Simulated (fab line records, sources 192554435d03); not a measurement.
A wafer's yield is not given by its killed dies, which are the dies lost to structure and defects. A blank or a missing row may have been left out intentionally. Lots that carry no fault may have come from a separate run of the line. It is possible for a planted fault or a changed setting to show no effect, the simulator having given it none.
Which of the tools did it? || flow n5-finfet || 10 lots with 28 wafers sampled at 3 steps, on a route of 1938 steps

WHAT THE GAUGES SHOWED, per wafer
N5_BEOL_M1_OVL_MEAS_12.
{"lot": "L263", "measured": "day 6 03:31", "on": "overlay-01", "M1_OVL (nm)": "0.3 0.7 0.5"}
{"lot": "L268", "measured": "day 7 08:46", "on": "overlay-02", "M1_OVL (nm)": "0.6 -0.2 0.4"}
{"lot": "L269", "measured": "day 7 16:23", "on": "overlay-01", "M1_OVL (nm)": "-0.7 0.0 0.4"}
{"lot": "L275", "measured": "day 9 10:46", "on": "overlay-01", "M1_OVL (nm)": "0.6 0.4"}
{"lot": "L276", "measured": "day 9 18:28", "on": "overlay-01", "M1_OVL (nm)": "0.2 -0.3 0.3"}
{"lot": "L278", "measured": "day 10 02:06", "on": "overlay-01", "M1_OVL (nm)": "0.3 -0.4"}
{"lot": "L281", "measured": "day 10 11:12", "on": "overlay-02", "M1_OVL (nm)": "0.3 1.0 -0.1"}
{"lot": "L282", "measured": "day 11 03:31", "on": "overlay-01", "M1_OVL (nm)": "0.7 -0.1 0.4"}
{"lot": "L285", "measured": "day 11 21:55", "on": "overlay-01", "M1_OVL (nm)": "-0.1 -0.5 -0.6"}
{"lot": "L286", "measured": "day 12 01:24", "on": "overlay-02", "M1_OVL (nm)": "0.5 0.1 -0.3"}

EACH LOT AND THE TOOL THAT RAN IT (in order: tool; ch and the chambers of the sampled wafers; start)
{"lot": "L263", "N5_BEOL_M0_SURFACE_TREAT_137": "pvd-sputter-02, day 6 00:02", "N5_BEOL_M0_ANNEAL_133": "pvd-sputter-02, day 6 00:28"}
{"lot": "L268", "N5_BEOL_M0_SURFACE_TREAT_137": "pvd-sputter-02, day 7 06:08", "N5_BEOL_M0_ANNEAL_133": "pvd-sputter-03, day 7 06:31"}
{"lot": "L269", "N5_BEOL_M0_SURFACE_TREAT_137": "pvd-sputter-01, day 7 11:32", "N5_BEOL_M0_ANNEAL_133": "pvd-sputter-02, day 7 13:36"}
{"lot": "L275", "N5_BEOL_M0_SURFACE_TREAT_137": "pvd-sputter-03, day 9 08:01", "N5_BEOL_M0_ANNEAL_133": "pvd-sputter-03, day 9 08:25"}
{"lot": "L276", "N5_BEOL_M0_SURFACE_TREAT_137": "pvd-sputter-01, day 9 12:43", "N5_BEOL_M0_ANNEAL_133": "pvd-sputter-03, day 9 13:08"}
{"lot": "L278", "N5_BEOL_M0_SURFACE_TREAT_137": "pvd-sputter-03, day 9 20:23", "N5_BEOL_M0_ANNEAL_133": "pvd-sputter-03, day 9 20:47"}
{"lot": "L281", "N5_BEOL_M0_SURFACE_TREAT_137": "pvd-sputter-03, day 10 08:07", "N5_BEOL_M0_ANNEAL_133": "pvd-sputter-03, day 10 08:44"}
{"lot": "L282", "N5_BEOL_M0_SURFACE_TREAT_137": "pvd-sputter-01, day 10 23:04", "N5_BEOL_M0_ANNEAL_133": "pvd-sputter-01, day 10 23:31"}
{"lot": "L285", "N5_BEOL_M0_SURFACE_TREAT_137": "pvd-sputter-02, day 11 19:07", "N5_BEOL_M0_ANNEAL_133": "pvd-sputter-02, day 11 19:34"}
{"lot": "L286", "N5_BEOL_M0_SURFACE_TREAT_137": "pvd-sputter-01, day 11 21:59", "N5_BEOL_M0_ANNEAL_133": "pvd-sputter-01, day 11 22:35"}
- N5_BEOL_M0_SURFACE_TREAT_137
- N5_BEOL_M0_ANNEAL_133: time 60 s.

THE ANSWER, worked out from the rows above alone
Rule: the usual values come from the lots themselves. The widest of any qualifying gaps counts: lots, ordered by their means at a reading, are off when they make up no more than a third of the lots, leave a main group of 4 or more, and stand apart from it by 3 or more times the standard deviation of that group's means. If all means in a main group match to the digits the tables above print for the reading, that group is not used. A lot without any number at a reading at which 4 lots or more have one is off too. Where the step has rows for the other lots, those lots are counted as sound.
No lot is off on any of the readings shown, so nothing can be concluded from this.

WHAT HAD BEEN PUT IN BY THE SIMULATOR
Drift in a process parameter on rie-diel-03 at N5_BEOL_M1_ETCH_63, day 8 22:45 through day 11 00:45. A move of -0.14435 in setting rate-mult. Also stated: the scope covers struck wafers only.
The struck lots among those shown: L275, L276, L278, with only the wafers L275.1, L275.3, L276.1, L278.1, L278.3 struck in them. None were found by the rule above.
